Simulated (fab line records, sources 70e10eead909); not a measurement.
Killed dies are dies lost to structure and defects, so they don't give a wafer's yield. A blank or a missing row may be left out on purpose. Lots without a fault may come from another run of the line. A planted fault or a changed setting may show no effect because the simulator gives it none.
Problem report in the 8D (eight disciplines) form, filled by code | flow nand_harc | the parts of the form that need people (team, actions taken, sign-off) are left out

1. THE PROBLEM
killed_at_periphery at NHARC_END_SORT_01 reads a mean of 640.0 on 1 wafer of 1 lot; wafers without a fault read 3.3 with a standard deviation of 2.3. That is +99 or more standard deviations from the usual mean.
First seen on wafer L912.4, day 22 08:50, on prober-02. The record holds 3 wafers of 1 lot with a number at this step. Rule for "out", or "out of limits": more than 4 standard deviations from the usual mean. The other wafers with a number count as sound.

2. WHAT IT IS AND WHAT IT IS NOT
question                    | is                                                                                                                      | is not
which readings at this step | killed_at_periphery, defect_limited_yield, killed_dies, sort_bin_2_pct, sort_n_pass, sort_rim_yield_pct, sort_yield_pct | killed_at_array, killed_at_other, killed_open, killed_short, sort_bin_3_pct, sort_bin_4_pct
which lots                  | L912                                                                                                                    | -
which wafers of those lots  | L912.4                                                                                                                  | L912.2, L912.3
read on which gauges        | prober-02                                                                                                               | -
when                        | from day 22 08:50                                                                                                       | up to then (2 sound wafers)

3. SUSPECTS, AND WHAT RULES EACH OUT
Counting: a tool at a process step up to the reading stays a suspect if it ran every lot that is out. Sound lots after the first of them don't rule it out here, since some wafers of a struck lot are sound.
- the gauge at NHARC_END_SORT_01: ruled out. All the wafers that are out were read on prober-02, but those of them that NHARC_P_M0_ETCH_15 has rows for are out there too, on other tools.
- cvd_w-01 at NHARC_P_CONTACT_CVD_23 (deposits W, target thk 200 nm, time 557 s): kept. It ran the lot that is out, L912 (day 8 02:08). NHARC_P_CONTACT_CVD_23 gives no start for some lots, so the hours and the order of its lots are those of NHARC_P_CONTACT_CMP_24.
- cmp-02 at NHARC_P_CONTACT_CMP_24 (polishes, t overpolish 30 s, target thk 200 nm): kept. It ran the lot that is out, L912 (day 8 02:08).
- rie_diel-02 at NHARC_P_M0_ETCH_15 (etches the open film in C4F8/Ar, target depth 150 nm, overetch 15 nm, time 82.5 s): kept. It ran the lot that is out, L912 (day 8 03:47). Its own readings are out on those wafers: run_length_s.
- Within cmp-02 at NHARC_P_CONTACT_CMP_24: the wafers that are out ran in chamber 2; their sound lot-mates ran in chambers 1, 3.
- Within rie_diel-02 at NHARC_P_M0_ETCH_15: the wafers that are out ran in chamber 1; their sound lot-mates ran in chambers 0, 2.
Left after counting: cvd_w-01 at NHARC_P_CONTACT_CVD_23, cmp-02 at NHARC_P_CONTACT_CMP_24, rie_diel-02 at NHARC_P_M0_ETCH_15.

4. THE CAUSE (what the simulator had put in)
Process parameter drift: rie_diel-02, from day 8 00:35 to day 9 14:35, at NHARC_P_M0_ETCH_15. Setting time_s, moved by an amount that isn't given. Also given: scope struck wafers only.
Counting left 3 suspects, and this tool is among them.

5. THE CHAIN OF EFFECTS, in route order
Each row: a reading whose mean over the struck wafers that have a number lies more than 3 standard deviations from the usual. Only readings for which the record gives a usual standard deviation are gone through. hours: the time from each lot's start at the first step in this table that gives one to its start at this step, as a median over the lots. sigmas: the change in usual standard deviations.
hours | step               | reading              | usual   | on struck wafers | change | sigmas
0     | NHARC_P_M0_ETCH_15 | run_length_s         | 103.8 s | 59.1             | -44.7  | -74
341   | NHARC_END_SORT_01  | defect_limited_yield | 95.2 %  | 0.0              | -95.2  | -68
341   | NHARC_END_SORT_01  | killed_at_periphery  | 3.3     | 640.0            | +636.7 | +99 or more
341   | NHARC_END_SORT_01  | killed_dies          | 32      | 677              | +645   | +69
341   | NHARC_END_SORT_01  | sort_bin_2_pct       | 1.4 %   | 95.7             | +94.3  | +99 or more
341   | NHARC_END_SORT_01  | sort_n_pass          | 645     | 0                | -645   | -69
341   | NHARC_END_SORT_01  | sort_rim_yield_pct   | 95.7 %  | 0.0              | -95.7  | -40
341   | NHARC_END_SORT_01  | sort_yield_pct       | 95.2 %  | 0.0              | -95.2  | -68
The process steps in it:
- NHARC_P_M0_ETCH_15: etches the open film in C4F8/Ar, target depth 150 nm, overetch 15 nm, time 82.5 s.

6. WHAT WOULD HAVE CAUGHT IT SOONER
In this record the first reading out of limits at a measuring or inspecting step was taken at day 22 08:50, 344 hours after the fault began at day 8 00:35.
The tool's own readings at NHARC_P_M0_ETCH_15 were out on every struck wafer that the step has a row for (run_length_s): an alarm limit on them would have fired on the first of those.
All the lots that are out (1) had begun NHARC_P_M0_ETCH_15 on rie_diel-02 by day 22 08:50. A hold on the tool at that time would have spared none of them.
